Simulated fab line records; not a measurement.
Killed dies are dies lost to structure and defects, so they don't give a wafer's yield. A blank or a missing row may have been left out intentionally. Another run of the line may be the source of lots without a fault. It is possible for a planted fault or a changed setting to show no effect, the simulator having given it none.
Which tool was responsible? + flow nand harc + Sampling: 12 lots, 34 wafers, 5 of 1302 route steps

== WHAT THE GAUGES SHOWED, per wafer ==
NHARC_END_SORT_01.
| lot  | measured     | on        | killed at array | killed at other | killed at periphery | killed dies | killed open | killed short |
|------|--------------|-----------|-----------------|-----------------|---------------------|-------------|-------------|--------------|
| L950 | day 29 14:55 | prober-01 | 27 23           | 0 1             | 7 8                 | 34 32       | 5 3         | 3 4          |

== TOOL THAT RAN EACH LOT (tool first, then ch and the chambers of the sampled wafers, then the start) ==
| lot  | NHARC_A_STAIRCASE_TRIM_224                    | NHARC_A_STAIRCASE_STRIP_238          | NHARC_A_STAIRCASE_DESCUM_252       | NHARC_A_STAIRCASE_ETCH_253         |
|------|-----------------------------------------------|--------------------------------------|------------------------------------|------------------------------------|
| L938 | rie diel-11 ch 0,2,3, day 16 00:41 or earlier | plasma asher-01 ch 0,1, day 16 00:41 | rie diel-11 ch 1,2,3, day 16 02:11 | rie diel-11 ch 0,2,3, day 16 02:45 |
| L939 | rie diel-13 ch 0,1, day 16 15:47 or earlier   | plasma asher-02 ch 0,1, day 16 15:47 | rie diel-13 ch 1,3, day 16 17:11   | rie diel-13 ch 1,2, day 16 17:16   |
| L941 | rie diel-13 ch 1,2,3, day 17 09:31 or earlier | plasma asher-01 ch 0,1, day 17 09:31 | rie diel-13 ch 1,2,3, day 17 12:47 | rie diel-13 ch 1,2,3, day 17 12:55 |
| L942 | rie diel-11 ch 0,2, day 18 01:28 or earlier   | plasma asher-01 ch 0,1, day 18 01:28 | rie diel-02 ch 0,1, day 18 02:51   | rie diel-02 ch 2,3, day 18 02:56   |
| L949 | rie diel-13 ch 1,2, day 20 16:06 or earlier   | plasma asher-01 ch 1, day 20 16:06   | rie diel-02 ch 1,3, day 20 17:38   | rie diel-02 ch 1,3, day 20 17:43   |
| L950 | rie diel-02 ch 0,2, day 21 05:58 or earlier   | plasma asher-02 ch 0,1, day 21 05:58 | rie diel-02 ch 1,2, day 21 07:26   | rie diel-02 ch 2,3, day 21 07:31   |
| L954 | rie diel-11 ch 1,2,3, day 23 01:49 or earlier | plasma asher-02 ch 1, day 23 01:49   | rie diel-11 ch 0,1, day 23 03:20   | rie diel-11 ch 2,3, day 23 03:37   |
| L955 | rie diel-02 ch 0,1,2, day 23 02:04 or earlier | plasma asher-01 ch 0,1, day 23 02:04 | rie diel-11 ch 0,1,3, day 23 03:40 | rie diel-11 ch 0,2,3, day 23 04:05 |
| L956 | rie diel-02 ch 0,1,2, day 24 04:37 or earlier | plasma asher-02 ch 0,1, day 24 04:37 | rie diel-02 ch 0,1,2, day 24 06:01 | rie diel-02 ch 0,1,2, day 24 06:07 |
| L958 | rie diel-13 ch 1,2, day 24 11:43 or earlier   | plasma asher-02 ch 0,1, day 24 11:43 | rie diel-11 ch 1,2,3, day 24 13:01 | rie diel-11 ch 0,2, day 24 13:06   |
| L957 | rie diel-02 ch 1,3, day 24 11:41 or earlier   | plasma asher-01 ch 0, day 24 11:41   | rie diel-11 ch 0,2, day 24 13:13   | rie diel-11 ch 0,1,3, day 24 13:17 |
| L960 | rie diel-13 ch 0,1, day 25 20:22 or earlier   | plasma asher-02 ch 0,1, day 25 20:22 | rie diel-02 ch 0,2,3, day 25 21:52 | rie diel-02 ch 0,2,3, day 25 21:59 |
- NHARC_A_STAIRCASE_TRIM_224: chemistry O2, time 211.2 s.
- NHARC_A_STAIRCASE_STRIP_238: strips in O2.
- NHARC_A_STAIRCASE_DESCUM_252: chemistry O2, time 3 s.
- NHARC_A_STAIRCASE_ETCH_253: etches the open film in C4F8/O2, target depth 50 nm, time 20.2 s.

== AS READ BY THE TOOLS THEMSELVES (means over the sampled wafers that have a number; for cases with no such wafer, the mark the record gives instead) ==
NHARC_A_STAIRCASE_TRIM_224.
| lot  | tool        | drypump motor current A (A) | oes product au (a.u.) | rf vpp V (V) | showerhead plenum p Torr (Torr) | throttle valve pct (%) |
|------|-------------|-----------------------------|-----------------------|--------------|---------------------------------|------------------------|
| L938 | rie diel-11 | 6.1                         | 1.008                 | 57.3         | 3.45                            | 17.033                 |
| L939 | rie diel-13 | 5.6                         | 0.994                 | 57.1         | 3.48                            | 17.036                 |
| L941 | rie diel-13 | 5.6                         | 0.997                 | 57.4         | 3.49                            | 17.036                 |
| L942 | rie diel-11 | 5.9                         | 1.000                 | 57.7         | 3.54                            | 17.042                 |
| L949 | rie diel-13 | 5.3                         | 0.991                 | 57.0         | 3.42                            | 17.026                 |
| L950 | rie diel-02 | 5.8                         | 1.000                 | 56.3         | 3.51                            | 17.044                 |
| L954 | rie diel-11 | 5.8                         | 1.003                 | 57.8         | 3.47                            | 17.039                 |
| L955 | rie diel-02 | 5.9                         | 0.998                 | 57.0         | 3.53                            | 17.035                 |
| L956 | rie diel-02 | 6.0                         | 0.996                 | 57.4         | 3.52                            | 17.043                 |
| L958 | rie diel-13 | 5.4                         | 1.002                 | 58.1         | 3.39                            | 17.024                 |
| L957 | rie diel-02 | 5.9                         | 0.986                 | 58.0         | 3.53                            | 17.034                 |
| L960 | rie diel-13 | 5.6                         | 0.991                 | 57.4         | 3.44                            | 17.027                 |

NHARC_A_STAIRCASE_STRIP_238.
| lot  | tool            | drypump motor current A (A) | heater power w (W) |
|------|-----------------|-----------------------------|--------------------|
| L938 | plasma asher-01 | 6.2                         | 355                |
| L939 | plasma asher-02 | 5.0                         | 282                |
| L941 | plasma asher-01 | 6.3                         | 349                |
| L942 | plasma asher-01 | 6.2                         | 355                |
| L949 | plasma asher-01 | 6.1                         | 358                |
| L950 | plasma asher-02 | 5.2                         | 280                |
| L954 | plasma asher-02 | 5.6                         | 273                |
| L955 | plasma asher-01 | 6.2                         | 346                |
| L956 | plasma asher-02 | 5.0                         | 275                |
| L958 | plasma asher-02 | 5.3                         | 277                |
| L957 | plasma asher-01 | 6.3                         | 347                |
| L960 | plasma asher-02 | 5.3                         | 281                |

NHARC_A_STAIRCASE_DESCUM_252.
| lot  | tool        | drypump motor current A (A) | oes product au (a.u.) | rf vpp V (V) | showerhead plenum p Torr (Torr) | throttle valve pct (%) |
|------|-------------|-----------------------------|-----------------------|--------------|---------------------------------|------------------------|
| L938 | rie diel-11 | 5.8                         | 0.996                 | 58.4         | 1.89                            | 11.314                 |
| L939 | rie diel-13 | 5.8                         | 0.994                 | 58.0         | 1.86                            | 11.314                 |
| L941 | rie diel-13 | 5.6                         | 1.004                 | 57.1         | 1.89                            | 11.317                 |
| L942 | rie diel-02 | 5.5                         | 0.999                 | 57.5         | 1.94                            | 11.304                 |
| L949 | rie diel-02 | 5.8                         | 0.999                 | 57.4         | 1.91                            | 11.299                 |
| L950 | rie diel-02 | 6.3                         | 0.992                 | 57.4         | 1.92                            | 11.311                 |
| L954 | rie diel-11 | 6.2                         | 0.974                 | 57.6         | 1.86                            | 11.313                 |
| L955 | rie diel-11 | 6.1                         | 0.980                 | 57.8         | 1.84                            | 11.306                 |
| L956 | rie diel-02 | 5.9                         | 0.994                 | 57.9         | 1.91                            | 11.319                 |
| L958 | rie diel-11 | 5.8                         | 0.994                 | 57.2         | 1.88                            | 11.313                 |
| L957 | rie diel-11 | 6.2                         | 0.978                 | 58.4         | 1.87                            | 11.308                 |
| L960 | rie diel-02 | 5.5                         | 1.004                 | 58.1         | 1.88                            | 11.303                 |

NHARC_A_STAIRCASE_ETCH_253.
| lot  | tool        | oes product au (a.u.) | rf vpp V (V) | run length s (s) |
|------|-------------|-----------------------|--------------|------------------|
| L938 | rie diel-11 | 0.927                 | 893          | 41.7             |
| L939 | rie diel-13 | 0.973                 | 894          | 41.5             |
| L941 | rie diel-13 | 0.951                 | 894          | 41.3             |
| L942 | rie diel-02 | 0.969                 | 894          | 41.6             |
| L949 | rie diel-02 | 0.970                 | 897          | 42.7             |
| L950 | rie diel-02 | 0.970                 | 894          | 43.1             |
| L954 | rie diel-11 | 0.934                 | 891          | 42.1             |
| L955 | rie diel-11 | 0.926                 | 893          | 41.8             |
| L956 | rie diel-02 | 0.965                 | 896          | 41.6             |
| L958 | rie diel-11 | 0.909                 | 895          | 41.7             |
| L957 | rie diel-11 | 0.914                 | 891          | 42.0             |
| L960 | rie diel-02 | 0.966                 | 894          | 41.6             |

== THE ANSWER, worked out from the rows above alone ==
Rule: the lots themselves supply what counts as usual. The widest of any qualifying gaps counts: lots, ordered by their means at a reading, are off when they make up no more than a third of the lots, leave a main group of 4 or more, and stand apart from it by 3 or more times the standard deviation of that group's means. A main group whose means are all the same, to the digits that the tables above print for the reading, isn't used. Also off: a lot with no number at a reading for which 4 or more lots have one. Any other lot the step has rows for is counted as sound. First the gauges in route order, then the tools' own readings, where a lot's mean is used as printed above. At the first step where some lot is off, the reading lying furthest off is the one used; lots without a number count as furthest.
No lot is off at any reading shown: from this, nothing can be told.

== WHAT THE SIMULATOR HAD PUT IN ==
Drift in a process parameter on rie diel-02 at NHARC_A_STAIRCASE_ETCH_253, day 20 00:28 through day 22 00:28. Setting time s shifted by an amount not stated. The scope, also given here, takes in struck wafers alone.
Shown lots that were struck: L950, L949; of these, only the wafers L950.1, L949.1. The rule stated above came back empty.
